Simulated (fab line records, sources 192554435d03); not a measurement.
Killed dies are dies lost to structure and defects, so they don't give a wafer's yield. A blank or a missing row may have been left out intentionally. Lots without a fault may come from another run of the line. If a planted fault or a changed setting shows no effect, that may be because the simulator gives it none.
Which tool did it? | flow n5_finfet | 38 wafers from 14 lots sampled at 7 of the route's 1938 steps

== WHAT EACH GAUGE READ, for each wafer ==
N5_BEOL_M5_OCD_MEAS_38. Usual: trench_depth_nm 72.2 nm, standard deviation 1.4.
lot  | measured     | on     | trench_depth_nm (nm) | flag
L917 | day 8 01:49  | ocd-01 | 72.6 73.5 70.2       |
L919 | day 8 06:18  | ocd-02 | 73.1 72.7 70.7       |
L918 | day 8 10:12  | ocd-02 | 71.0 72.4            |
L922 | day 9 09:00  | ocd-02 | 73.8 73.4 72.8       |
L923 | day 10 00:22 | ocd-01 | 70.0 72.3 70.6       |
L924 | day 10 02:12 | ocd-01 | 70.5 72.1 73.8       |
L926 | day 10 07:43 | ocd-01 | 70.9 71.1 71.7       |
L925 | day 10 09:57 | ocd-01 | 69.4 71.5 71.8       |
L927 | day 10 19:55 | ocd-02 | 72.6 71.1 71.1       |
L928 | day 10 19:23 | ocd-02 | 70.4 73.3 73.6       |
L929 | day 11 12:05 | ocd-02 | 71.1 72.4            |
L938 | day 13 06:48 | ocd-01 | 45.2 75.0 71.2       | OFF
L937 | day 13 10:40 | ocd-01 | 46.0                 | OFF
L940 | day 13 23:14 | ocd-02 | 69.1 73.8 69.1       |

N5_BEOL_M5_THK_MEAS_53: measures by xrf. Usual: M5_THK 64.2 nm, standard deviation 2.1.
lot  | measured     | on            | M5_THK (nm)    | flag
L917 | day 8 08:55  | film_metro-01 | 62.5 65.5 62.6 |
L919 | day 8 12:44  | film_metro-02 | 65.0 64.8 62.2 |
L918 | day 8 17:42  | film_metro-02 | 65.6 66.3      |
L922 | day 9 16:44  | film_metro-02 | 66.7 66.5 66.1 |
L923 | day 10 07:56 | film_metro-01 | 62.0 64.4 62.2 |
L924 | day 10 09:55 | film_metro-01 | 65.9 64.9 64.2 |
L926 | day 10 14:50 | film_metro-01 | 62.2 64.1 65.0 |
L925 | day 10 16:38 | film_metro-02 | 59.4 61.1 61.1 |
L927 | day 11 02:31 | film_metro-02 | 66.0 64.3 62.8 |
L928 | day 11 02:10 | film_metro-01 | 64.8 66.2 64.3 |
L929 | day 11 18:49 | film_metro-02 | 61.0 62.6      |
L938 | day 13 13:28 | film_metro-01 | 35.0 65.4 62.2 | OFF
L937 | day 13 17:22 | film_metro-02 | 40.3           | OFF
L940 | day 14 06:44 | film_metro-01 | 62.7 66.8 61.8 |

N5_BEOL_M5_RS_MEAS_57: measurement is done with a four-point probe. Usual: M5_RS 0.378 ohm/sq, standard deviation 0.015.
lot  | measured     | on            | M5_RS (ohm/sq)    | flag
L917 | day 8 09:10  | film_metro-02 | 0.395 0.372 0.393 |
L919 | day 8 13:00  | film_metro-02 | 0.370 0.370 0.390 |
L918 | day 8 17:59  | film_metro-02 | 0.366 0.364       |
L922 | day 9 17:02  | film_metro-02 | 0.362 0.361 0.364 |
L923 | day 10 08:13 | film_metro-02 | 0.390 0.374 0.389 |
L924 | day 10 10:10 | film_metro-02 | 0.369 0.373 0.380 |
L926 | day 10 15:05 | film_metro-02 | 0.392 0.380 0.371 |
L925 | day 10 16:58 | film_metro-01 | 0.409 0.395 0.396 |
L927 | day 11 02:46 | film_metro-01 | 0.365 0.376 0.386 |
L928 | day 11 02:30 | film_metro-01 | 0.374 0.365 0.378 |
L929 | day 11 19:04 | film_metro-02 | 0.395 0.385       |
L938 | day 13 13:44 | film_metro-02 | 0.828 0.376 0.401 | OFF
L937 | day 13 17:38 | film_metro-01 | 0.667             | OFF
L940 | day 14 07:01 | film_metro-01 | 0.389 0.359 0.396 |

== WHAT TOOL EACH LOT RAN ON (gives the tool, then ch and the chambers of the sampled wafers, and finally the start) ==
lot  | N5_BEOL_M5_STRIP_19                | N5_BEOL_M5_STRIP_36                | N5_BEOL_M5_TRENCH_ETCH_37          | N5_BEOL_M5_STRIP_91
L917 | rie_diel-03 ch 1,2,3, day 8 00:46  | rie_diel-03 ch 1,2,3, day 8 01:38  | rie_diel-03 ch 1,2,3, day 8 01:40  | rie_diel-03 ch 1,2,3, day 8 01:49 or earlier
L919 | rie_diel-02 ch 0,1,2, day 8 04:56  | rie_diel-03 ch 1,2,3, day 8 06:07  | rie_diel-03 ch 1,2,3, day 8 06:09  | rie_diel-03 ch 1,2,3, day 8 06:18 or earlier
L918 | rie_diel-05 ch 2, day 8 07:38      | rie_diel-03 ch 0,2, day 8 10:01    | rie_diel-03 ch 0,2, day 8 10:03    | rie_diel-03 ch 0,2, day 8 10:12 or earlier
L922 | rie_diel-05 ch 0,1,2, day 9 07:34  | rie_diel-03 ch 3, day 9 08:43      | rie_diel-03 ch 3, day 9 08:47      | rie_diel-03 ch 3, day 9 09:00 or earlier
L923 | rie_diel-05 ch 0,2,3, day 9 23:09  | rie_diel-02 ch 1,2, day 10 00:10   | rie_diel-02 ch 1,2, day 10 00:12   | rie_diel-02 ch 1,2, day 10 00:22 or earlier
L924 | rie_diel-02 ch 0,2,3, day 10 01:16 | rie_diel-03 ch 0,1,2, day 10 02:01 | rie_diel-03 ch 0,1,2, day 10 02:03 | rie_diel-03 ch 0,1,2, day 10 02:12 or earlier
L926 | rie_diel-02 ch 1,2,3, day 10 03:29 | rie_diel-05 ch 0,1, day 10 07:32   | rie_diel-05 ch 0,1, day 10 07:34   | rie_diel-05 ch 0,1, day 10 07:43 or earlier
L925 | rie_diel-02 ch 1,2,3, day 10 08:32 | rie_diel-02 ch 1,2, day 10 09:46   | rie_diel-02 ch 1,2, day 10 09:48   | rie_diel-02 ch 1,2, day 10 09:57 or earlier
L927 | rie_diel-02 ch 0,2,3, day 10 15:58 | rie_diel-05 ch 1,3, day 10 19:43   | rie_diel-05 ch 1,3, day 10 19:46   | rie_diel-05 ch 1,3, day 10 19:55 or earlier
L928 | rie_diel-05 ch 0,1,3, day 10 17:39 | rie_diel-03 ch 1,2,3, day 10 19:11 | rie_diel-03 ch 1,2,3, day 10 19:14 | rie_diel-03 ch 1,2,3, day 10 19:23 or earlier
L929 | rie_diel-05 ch 0,1, day 11 10:41   | rie_diel-03 ch 2,3, day 11 11:55   | rie_diel-03 ch 2,3, day 11 11:57   | rie_diel-03 ch 2,3, day 11 12:05 or earlier
L938 | rie_diel-05 ch 1,2,3, day 13 05:52 | rie_diel-03 ch 0,1,3, day 13 06:36 | rie_diel-03 ch 0,1,3, day 13 06:38 | rie_diel-03 ch 0,1,3, day 13 06:48 or earlier
L937 | rie_diel-05 ch 0, day 13 08:23     | rie_diel-03 ch 0, day 13 10:28     | rie_diel-03 ch 0, day 13 10:30     | rie_diel-03 ch 0, day 13 10:40 or earlier
L940 | rie_diel-02 ch 0,2,3, day 13 21:49 | rie_diel-02 ch 0,2, day 13 23:03   | rie_diel-02 ch 0,2, day 13 23:05   | rie_diel-02 ch 0,2, day 13 23:14 or earlier
- N5_BEOL_M5_STRIP_19: strips in O2.
- N5_BEOL_M5_STRIP_36: strips in N2/H2.
- N5_BEOL_M5_TRENCH_ETCH_37: etches SiCOH lowk in C4F6/O2, target depth 71.652 nm, time 24.7 s.
- N5_BEOL_M5_STRIP_91: strips in N2/H2, time 10 s.

== AS READ BY THE TOOLS THEMSELVES (means over the sampled wafers that have a number; for cases with no such wafer, the mark the record gives instead) ==
N5_BEOL_M5_STRIP_19. Usual: drypump_motor_current_A 5.8 A, standard deviation 0.47; oes_product_au 0.78 a.u., standard deviation 0.058; rf_vpp_V 3.7 V, standard deviation 0.48; showerhead_plenum_p_Torr 2.09 Torr, standard deviation 0.046; throttle_valve_pct 16.66 %, standard deviation 0.23.
lot  | tool        | drypump_motor_current_A (A) | oes_product_au (a.u.) | rf_vpp_V (V) | showerhead_plenum_p_Torr (Torr) | throttle_valve_pct (%) | flag
L917 | rie_diel-03 | 5.7                         | 0.81                  | 3.7          | 2.15                            | 16.59                  |
L919 | rie_diel-02 | 5.8                         | 0.80                  | 4.0          | 2.08                            | 16.59                  |
L918 | rie_diel-05 | 5.9                         | 0.81                  | 4.0          | 2.13                            | 16.48                  |
L922 | rie_diel-05 | 5.8                         | 0.75                  | 3.8          | 2.12                            | 16.54                  |
L923 | rie_diel-05 | 6.1                         | 0.78                  | 3.6          | 2.07                            | 16.68                  |
L924 | rie_diel-02 | 5.8                         | 0.77                  | 3.4          | 2.09                            | 16.77                  |
L926 | rie_diel-02 | 5.8                         | 0.76                  | 3.5          | 2.08                            | 16.83                  |
L925 | rie_diel-02 | 5.8                         | 0.75                  | 3.5          | 2.08                            | 16.82                  |
L927 | rie_diel-02 | 5.7                         | 0.77                  | 3.7          | 2.09                            | 16.76                  |
L928 | rie_diel-05 | 6.0                         | 0.74                  | 3.7          | 2.08                            | 16.68                  |
L929 | rie_diel-05 | 5.8                         | 0.71                  | 4.2          | 2.10                            | 16.59                  |
L938 | rie_diel-05 | 6.0                         | 0.76                  | 3.8          | 2.10                            | 16.70                  |
L937 | rie_diel-05 | 5.8                         | 0.99                  | 2.9          | 2.04                            | 16.16                  | OFF
L940 | rie_diel-02 | 5.7                         | 0.75                  | 3.5          | 2.08                            | 16.80                  |

N5_BEOL_M5_STRIP_36. Usual: drypump_motor_current_A 5.7 A, standard deviation 0.62; oes_product_au 0.79 a.u., standard deviation 0.066; rf_vpp_V 59.2 V, standard deviation 1.5; showerhead_plenum_p_Torr 2.53 Torr, standard deviation 0.056; throttle_valve_pct 23.59 %, standard deviation 0.26.
lot  | tool        | drypump_motor_current_A (A) | oes_product_au (a.u.) | rf_vpp_V (V) | showerhead_plenum_p_Torr (Torr) | throttle_valve_pct (%) | flag
L917 | rie_diel-03 | 5.7                         | 0.81                  | 59.4         | 2.59                            | 23.49                  |
L919 | rie_diel-03 | 5.7                         | 0.81                  | 60.3         | 2.59                            | 23.48                  |
L918 | rie_diel-03 | 5.6                         | 0.76                  | 59.4         | 2.54                            | 23.65                  |
L922 | rie_diel-03 | 6.6                         | 0.81                  | 59.9         | 2.56                            | 23.62                  |
L923 | rie_diel-02 | 6.2                         | 0.74                  | 58.3         | 2.49                            | 23.59                  |
L924 | rie_diel-03 | 5.3                         | 0.79                  | 58.6         | 2.55                            | 23.55                  |
L926 | rie_diel-05 | 5.8                         | 0.71                  | 59.6         | 2.57                            | 23.43                  |
L925 | rie_diel-02 | 6.0                         | 0.76                  | 58.8         | 2.47                            | 23.68                  |
L927 | rie_diel-05 | 5.9                         | 0.76                  | 59.8         | 2.56                            | 23.57                  |
L928 | rie_diel-03 | 5.7                         | 0.79                  | 59.3         | 2.59                            | 23.51                  |
L929 | rie_diel-03 | 6.2                         | 0.73                  | 59.4         | 2.57                            | 23.59                  |
L938 | rie_diel-03 | 5.6                         | 0.80                  | 59.9         | 2.53                            | 23.62                  |
L937 | rie_diel-03 | 5.3                         | 0.80                  | 57.7         | 2.45                            | 23.80                  |
L940 | rie_diel-02 | 6.1                         | 0.73                  | 60.0         | 2.50                            | 23.53                  |

N5_BEOL_M5_TRENCH_ETCH_37. Usual: drypump_motor_current_A 5.7 A, standard deviation 0.62; oes_ar_750_au 0.80 a.u., standard deviation 0.066; oes_product_au 0.80 a.u., standard deviation 0.071; rf_vpp_V 671 V, standard deviation 14; showerhead_plenum_p_Torr 2.83 Torr, standard deviation 0.056; throttle_valve_pct 20.78 %, standard deviation 0.19.
lot  | tool        | drypump_motor_current_A (A) | oes_ar_750_au (a.u.) | oes_product_au (a.u.) | rf_vpp_V (V) | showerhead_plenum_p_Torr (Torr) | throttle_valve_pct (%) | flag
L917 | rie_diel-03 | 5.7                         | 0.81                 | 0.81                  | 668          | 2.89                            | 20.70                  |
L919 | rie_diel-03 | 5.7                         | 0.82                 | 0.81                  | 668          | 2.89                            | 20.71                  |
L918 | rie_diel-03 | 5.5                         | 0.77                 | 0.77                  | 672          | 2.84                            | 20.89                  |
L922 | rie_diel-03 | 6.6                         | 0.81                 | 0.81                  | 658          | 2.84                            | 20.55                  |
L923 | rie_diel-02 | 6.2                         | 0.74                 | 0.74                  | 668          | 2.81                            | 20.99                  |
L924 | rie_diel-03 | 5.3                         | 0.81                 | 0.80                  | 677          | 2.86                            | 20.84                  |
L926 | rie_diel-05 | 5.7                         | 0.72                 | 0.72                  | 660          | 2.88                            | 20.74                  |
L925 | rie_diel-02 | 5.9                         | 0.77                 | 0.76                  | 669          | 2.78                            | 20.92                  |
L927 | rie_diel-05 | 5.9                         | 0.75                 | 0.75                  | 655          | 2.88                            | 20.84                  |
L928 | rie_diel-03 | 5.7                         | 0.79                 | 0.79                  | 667          | 2.88                            | 20.73                  |
L929 | rie_diel-03 | 6.2                         | 0.74                 | 0.74                  | 658          | 2.87                            | 20.75                  |
L938 | rie_diel-03 | 5.6                         | 0.81                 | 0.75                  | 675          | 2.83                            | 20.72                  |
L937 | rie_diel-03 | 5.3                         | 0.81                 | 0.61                  | 684          | 2.76                            | 20.86                  |
L940 | rie_diel-02 | 6.1                         | 0.74                 | 0.73                  | 675          | 2.81                            | 20.91                  |

N5_BEOL_M5_STRIP_91. Usual: drypump_motor_current_A 5.7 A, standard deviation 0.62; oes_product_au 0.79 a.u., standard deviation 0.067; rf_vpp_V 59.2 V, standard deviation 0.9; showerhead_plenum_p_Torr 2.53 Torr, standard deviation 0.056; throttle_valve_pct 23.59 %, standard deviation 0.26.
lot  | tool        | drypump_motor_current_A (A) | oes_product_au (a.u.) | rf_vpp_V (V) | showerhead_plenum_p_Torr (Torr) | throttle_valve_pct (%) | flag
L917 | rie_diel-03 | 5.7                         | 0.82                  | 59.7         | 2.59                            | 23.49                  |
L919 | rie_diel-03 | 5.7                         | 0.81                  | 59.8         | 2.59                            | 23.47                  |
L918 | rie_diel-03 | 5.5                         | 0.77                  | 58.7         | 2.54                            | 23.63                  |
L922 | rie_diel-03 | 6.6                         | 0.82                  | 59.0         | 2.56                            | 23.62                  |
L923 | rie_diel-02 | 6.2                         | 0.74                  | 59.2         | 2.49                            | 23.60                  |
L924 | rie_diel-03 | 5.3                         | 0.80                  | 59.7         | 2.55                            | 23.55                  |
L926 | rie_diel-05 | 5.8                         | 0.71                  | 59.4         | 2.57                            | 23.43                  |
L925 | rie_diel-02 | 6.0                         | 0.76                  | 58.5         | 2.47                            | 23.69                  |
L927 | rie_diel-05 | 5.9                         | 0.75                  | 59.0         | 2.56                            | 23.58                  |
L928 | rie_diel-03 | 5.8                         | 0.79                  | 60.0         | 2.59                            | 23.50                  |
L929 | rie_diel-03 | 6.2                         | 0.74                  | 58.8         | 2.58                            | 23.59                  |
L938 | rie_diel-03 | 5.6                         | 0.81                  | 58.7         | 2.53                            | 23.61                  |
L937 | rie_diel-03 | 5.3                         | 0.80                  | 59.9         | 2.45                            | 23.82                  |
L940 | rie_diel-02 | 6.1                         | 0.73                  | 59.5         | 2.50                            | 23.51                  |

== THE ANSWER, worked out from the rows above alone ==
Rule: a lot is off if the mean of its wafers that have a number lies more than 3 standard deviations from the usual mean. Also off: a lot with no number at a reading for which 4 or more lots have one. The other lots that the step has rows for count as sound. After the gauges, taken in route order, come the tools' own readings; for these a lot's mean is taken, as printed above. The first step at which some lot is off is used, and at that step the reading that is off furthest; a lot without a number counts as furthest.
Off, at N5_BEOL_M5_OCD_MEAS_38 on trench_depth_nm: L938, L937.
A tool fits if, at a process step before that reading, it ran every lot that is off, and no sound lot after the first of them. The gauges at N5_BEOL_M5_OCD_MEAS_38 aren't tried: what is off there is off at N5_BEOL_M5_THK_MEAS_53 too, on other tools, and a gauge's error can't cause that. N5_BEOL_M5_STRIP_91: start missing for some lots; hours and lot order therefore follow N5_BEOL_M5_OCD_MEAS_38. 2 tools fit, rie_diel-05 at N5_BEOL_M5_STRIP_19 and rie_diel-03 at N5_BEOL_M5_STRIP_36 and N5_BEOL_M5_TRENCH_ETCH_37 and N5_BEOL_M5_STRIP_91, so this cannot tell which one it is.

== WHAT THE SIMULATOR HAD INSERTED ==
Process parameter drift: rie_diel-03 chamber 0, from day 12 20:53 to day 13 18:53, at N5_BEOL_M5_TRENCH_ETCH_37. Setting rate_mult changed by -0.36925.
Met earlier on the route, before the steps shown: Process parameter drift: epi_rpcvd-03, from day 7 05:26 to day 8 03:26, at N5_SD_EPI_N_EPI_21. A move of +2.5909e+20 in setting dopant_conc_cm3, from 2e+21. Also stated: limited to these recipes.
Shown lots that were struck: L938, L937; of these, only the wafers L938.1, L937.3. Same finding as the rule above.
